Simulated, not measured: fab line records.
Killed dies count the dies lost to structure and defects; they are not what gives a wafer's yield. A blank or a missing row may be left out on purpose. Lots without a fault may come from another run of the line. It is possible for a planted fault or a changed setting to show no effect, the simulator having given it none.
Comparing a struck lot with a sound one    flow nand-harc    43 out of 1159 route steps
Sound: the wafers L658.2, L658.4, L658.6. Struck: wafers L649.2, L649.6. (L649.5 of the same lot was not struck and is left out.) The cause comes at the end.
At each step with rows: each side's tool, then ch and its chambers, then its first start. Under that, the readings that differ: sound wafers    struck wafers    difference of the means    sigmas: that difference in standard deviations of wafers without a fault.
alike: a reading whose means differ by less than 2 such deviations, as well as words and numbers matching on both sides. not compared: withheld readings; readings where some wafer has no value; bounds like >300 that might hide an equal value; numbers whose values overlap and for which the record gives no deviation.
The two part at a step that has a row with sigmas, a row that says differs or no value, or rows on one side only. Numbers that don't overlap but have no deviation are shown without sigmas and don't part them. A reading that every wafer of one side lacks parts them only if that side has two wafers or more.

NHARC_A_CONTACT_CD_MEAS_42: target cd 200 nm.
  sound on cd-sem-03 ch 0, day 20 12:08; struck on cd-sem-01 ch 0, day 18 22:21
  alike: cd-nm
NHARC_A_CONTACT_OVL_MEAS_43:
  sound: overlay-02 at day 20 12:13; struck: overlay-01 at day 18 22:26
  alike: overlay-x-nm, overlay-y-nm
NHARC_A_CONTACT_INSPECT_44:
  sound: defect-inspect-01 at day 20 12:15; struck: defect-inspect-01 at day 18 22:28
  alike: raw-defect-count
then, 6 steps without rows for these wafers: NHARC_A_CONTACT_DESCUM_47 (chemistry O2, time 3 s); NHARC_A_CONTACT_ETCH_48 (etches the open film in CF4, target depth 39 nm, time 65 s); NHARC_A_CONTACT_ETCH_49 (etches the open film in N2/H2, target depth 260 nm, time 475.3 s); NHARC_A_CONTACT_ETCH_50 (etches the open film in CF4/CHF3, target depth 84.7 nm, time 42.4 s); NHARC_A_CONTACT_ETCH_51 (etches the open film in O2/COS, target depth 3600 nm, time 936 s); NHARC_A_CONTACT_ETCH_111 (etches the open film in C4F8/O2/Ar, time 140 s, target depth 700 nm).
NHARC_A_CONTACT_ETCH_112: etches the open film in C4F8/O2/Ar, time 94 s, target depth 922 nm.
  sound on har-cap-etch-02 ch 0,1, day 20 13:57; struck on har-cap-etch-03 ch 0, day 19 00:00
  not compared: rf-hours-counter-h
then, 2 steps without rows for these wafers: NHARC_A_CONTACT_ETCH_113 (etches the open film in C4F8/O2/Ar, time 94 s, target depth 922 nm); NHARC_A_CONTACT_ETCH_114 (etches the open film in C4F8/O2/Ar, time 94 s, target depth 922 nm).
NHARC_A_CONTACT_ETCH_115: etches the open film in C4F8/O2/Ar, time 94 s, target depth 922 nm.
  sound on har-cap-etch-02 ch 0,1, day 20 14:14; struck on har-cap-etch-03 ch 0, day 19 00:16
  not compared: rf-hours-counter-h
then, 2 steps without rows for these wafers: NHARC_A_CONTACT_ETCH_116 (etches the open film in C4F8/O2/Ar, time 94 s, target depth 922 nm); NHARC_A_CONTACT_ETCH_117 (etches the open film in C4F8/O2/Ar, time 94 s, target depth 922 nm).
NHARC_A_CONTACT_ETCH_118: etches the open film in C4F8/O2/Ar, time 94 s, target depth 922 nm.
  sound on har-cap-etch-02 ch 0,1, day 20 14:30; struck on har-cap-etch-03 ch 0, day 19 00:32
  not compared: rf-hours-counter-h
then, 3 steps without rows for these wafers: NHARC_A_CONTACT_ETCH_119 (etches the open film in C4F8/O2/Ar, time 94 s, target depth 922 nm); NHARC_A_CONTACT_ETCH_120 (etches the open film in C4F8/O2/Ar, time 94 s, target depth 922 nm); NHARC_A_CONTACT_ETCH_121 (etches the open film in C4F8/O2/Ar, time 94 s, target depth 922 nm).
NHARC_A_CONTACT_ETCH_122: etches the open film in C4F8/O2/Ar, time 95 s, target depth 930 nm.
  sound on har-cap-etch-02 ch 0,1, day 20 14:52; struck on har-cap-etch-03 ch 0, day 19 00:55
  not compared: rf-hours-counter-h
then, 1 step without rows for these wafers: NHARC_A_CONTACT_ETCH_123 (etches the open film in C4F8/O2/Ar, time 253 s, target depth 1090 nm).
NHARC_A_CONTACT_ETCH_90: etches the open film in CH3F/O2, target depth 40 nm, time 85.7 s.
  sound on rie-diel-03 ch 0,1,2, day 20 15:36; struck on rie-diel-06 ch 1, day 19 01:35
  alike: drypump-motor-current-A, o2-flow-sccm, oes-product-au, rf-vpp-V, showerhead-plenum-p-Torr, throttle-valve-pct
  not compared: rf-hours-counter-h
then, 1 step without rows for these wafers: NHARC_A_CONTACT_ETCH_96 (etches the open film in C4F6/O2, target depth 20 nm, time 10 s).
NHARC_A_CONTACT_CD_MEAS_53:
  sound: cd-sem-01 at day 20 15:55; struck: cd-sem-03 at day 19 01:53
reading     sound              struck       difference  sigmas
cd-nm (nm)  190.0 190.3 189.8  187.5 187.6  -2.5        -3
then, 7 steps without rows for these wafers: NHARC_A_CONTACT_STRIP_99 (strips in N2/H2); NHARC_A_CONTACT_STRIP_100 (strips in CF4/CHF3); NHARC_A_CONTACT_STRIP_101 (strips in O2/COS); NHARC_A_CONTACT_ETCH_102 (etches the open film in CF4/O2, target depth 70 nm, overetch 7 nm, time 38.5 s); NHARC_A_CONTACT_STRIP_55 (strips in O2); NHARC_A_CONTACT_STRIP_56 (strips in post etch residue remover, time 600 s); NHARC_A_CONTACT_DEP_57 (deposits aC, target thk 2800 nm).
NHARC_A_CONTACT_DEP_58: deposits SiON, target thk 60 nm.
  sound on pecvd-04 ch 1,2, day 20 18:39; struck on pecvd-04 ch 0,1, day 19 04:37
  alike: heater-power-w, susceptor-temp-C
then, 10 steps without rows for these wafers: NHARC_A_CONTACT_DEHYDRATE_59 (time 120 s); NHARC_A_CONTACT_HMDS_60 (time 30 s); NHARC_A_CONTACT_COAT_61 (time 75 s); NHARC_A_CONTACT_COAT_62 (time 65 s); NHARC_A_CONTACT_COAT_63 (resist thk 90 nm); NHARC_A_CONTACT_SOFTBAKE_64 (time 55 s); NHARC_A_CONTACT_EBR_65; NHARC_A_CONTACT_EXPOSE_66 (exposes mask A CC 2); NHARC_A_CONTACT_PEB_67 (peb time 65 s); NHARC_A_CONTACT_DEVELOP_68 (develop time 35 s).
-- jump in the record: it breaks off in module A_CONTACT and resumes in module END (first step shown: number 1159 of the route), and 3 days separate the struck wafers' starts before and after --
NHARC_END_SORT_01:
  at this point the record logs the struck wafers (prober-02 ch 0, day 21 17:34) and has no rows for the sound ones

WHERE THEY PART
Earliest at NHARC_A_CONTACT_CD_MEAS_53; latest, in this record, at NHARC_END_SORT_01.

WHY: the cause the simulator had injected
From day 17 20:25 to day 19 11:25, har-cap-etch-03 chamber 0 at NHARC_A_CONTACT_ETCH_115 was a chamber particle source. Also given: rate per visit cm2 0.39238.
